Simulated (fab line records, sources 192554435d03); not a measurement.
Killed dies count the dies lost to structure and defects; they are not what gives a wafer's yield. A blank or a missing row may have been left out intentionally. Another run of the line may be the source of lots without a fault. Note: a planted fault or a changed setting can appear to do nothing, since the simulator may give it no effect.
Chamber matching + flow n5 finfet + rie diel-02 running N5_GATE_CUT_ETCH_37: 4 sister chambers
The step etches SOC in N2/H2, target depth 60 nm, overetch 12 nm, time 90 s. 27 wafers are shown with their chamber, then 12 later ones without.

WAFERS WITH THEIR CHAMBER
| wafer  | chamber | showerhead plenum p Torr (Torr) | drypump motor current A (A) | throttle valve pct (%) |
|--------|---------|---------------------------------|-----------------------------|------------------------|
| L078.1 | 3       | 2.51                            | 5.6                         | 18.14                  |
| L078.2 | 1       | 2.50                            | 5.6                         | 17.80                  |
| L078.3 | 2       | 2.55                            | 6.0                         | 17.72                  |
| L078.4 | 0       | 2.62                            | 5.1                         | 18.09                  |
| L078.5 | 3       | 2.51                            | 5.6                         | 18.16                  |
| L078.6 | 2       | 2.55                            | 6.1                         | 17.72                  |
| L080.1 | 0       | 2.62                            | 5.1                         | 18.10                  |
| L080.2 | 2       | 2.55                            | 6.1                         | 17.73                  |
| L080.3 | 3       | 2.51                            | 5.6                         | 18.18                  |
| L080.4 | 1       | 2.50                            | 5.7                         | 17.82                  |
| L080.5 | 0       | 2.62                            | 5.1                         | 18.10                  |
| L080.6 | 3       | 2.51                            | 5.6                         | 18.16                  |
| L083.1 | 2       | 2.55                            | 6.1                         | 17.75                  |
| L083.4 | 1       | 2.50                            | 5.6                         | 17.84                  |
| L083.5 | 3       | 2.51                            | 5.6                         | 18.16                  |
| L084.1 | 0       | 2.62                            | 5.1                         | 18.11                  |
| L084.5 | 1       | 2.50                            | 5.6                         | 17.83                  |
| L084.6 | 2       | 2.55                            | 6.1                         | 17.75                  |
| L085.1 | 1       | 2.50                            | 5.6                         | 17.85                  |
| L085.4 | 2       | 2.55                            | 6.0                         | 17.75                  |
| L085.5 | 0       | 2.62                            | 5.1                         | 18.12                  |
| L089.1 | 2       | 2.54                            | 6.0                         | 17.76                  |
| L089.3 | 1       | 2.50                            | 5.6                         | 17.84                  |
| L089.4 | 1       | 2.50                            | 5.7                         | 17.86                  |
| L090.4 | 1       | 2.49                            | 5.6                         | 17.86                  |
| L090.5 | 1       | 2.49                            | 5.6                         | 17.84                  |
| L090.6 | 0       | 2.61                            | 5.1                         | 18.15                  |

SIGNATURES, as means of the wafers listed above
| reading                  | chamber 0 | chamber 1 | chamber 2 | chamber 3 | scatter within a chamber |
|--------------------------|-----------|-----------|-----------|-----------|--------------------------|
| showerhead plenum p Torr | 2.6183    | 2.4978    | 2.5486    | 2.5100    | 0.00376                  |
| drypump motor current A  | 5.100     | 5.622     | 6.057     | 5.600     | 0.0377                   |
| throttle valve pct       | 18.1117   | 17.8378   | 17.7400   | 18.1600   | 0.0182                   |
Rule: distance of a wafer from a chamber = root of the sum over the readings of ((wafer's reading minus chamber's mean) / reading's scatter) squared. If the next closest chamber is less than 2 further off than the closest, the wafer can't be placed; otherwise it belongs to the closest. How the scatter is found: for the shown wafers, subtract from each reading the mean of its chamber, square and add these, divide the total by (wafers less chambers), then take the root.

WAFERS WITHOUT THEIR CHAMBER
| wafer  | showerhead plenum p Torr (Torr) | drypump motor current A (A) | throttle valve pct (%) |
|--------|---------------------------------|-----------------------------|------------------------|
| L092.1 | 2.61                            | 5.1                         | 18.14                  |
| L092.2 | 2.49                            | 5.6                         | 17.88                  |
| L092.3 | 2.54                            | 6.1                         | 17.78                  |
| L092.4 | 2.51                            | 5.6                         | 17.70                  |
| L092.5 | 2.51                            | 5.6                         | 17.70                  |
| L092.6 | 2.61                            | 5.1                         | 18.13                  |
| L094.1 | 2.50                            | 5.7                         | 17.70                  |
| L094.2 | 2.61                            | 5.1                         | 18.16                  |
| L094.3 | 2.54                            | 6.0                         | 17.78                  |
| L096.1 | 2.49                            | 5.7                         | 17.88                  |
| L096.5 | 2.50                            | 5.6                         | 17.69                  |
| L096.6 | 2.54                            | 6.1                         | 17.79                  |

WHICH CHAMBER EACH WENT THROUGH
| wafer  | from the rows above | in truth                   |
|--------|---------------------|----------------------------|
| L092.1 | 0                   | 0                          |
| L092.2 | 1                   | 1                          |
| L092.3 | 2                   | 2                          |
| L092.4 | 1                   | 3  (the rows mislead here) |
| L092.5 | 1                   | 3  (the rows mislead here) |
| L092.6 | 0                   | 0                          |
| L094.1 | 1                   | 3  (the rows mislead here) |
| L094.2 | 0                   | 0                          |
| L094.3 | 2                   | 2                          |
| L096.1 | 1                   | 1                          |
| L096.5 | 1                   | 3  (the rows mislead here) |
| L096.6 | 2                   | 2                          |
Placed correctly: 8 of 12. Number that these rows cannot place: 0. 4 placed wrongly.
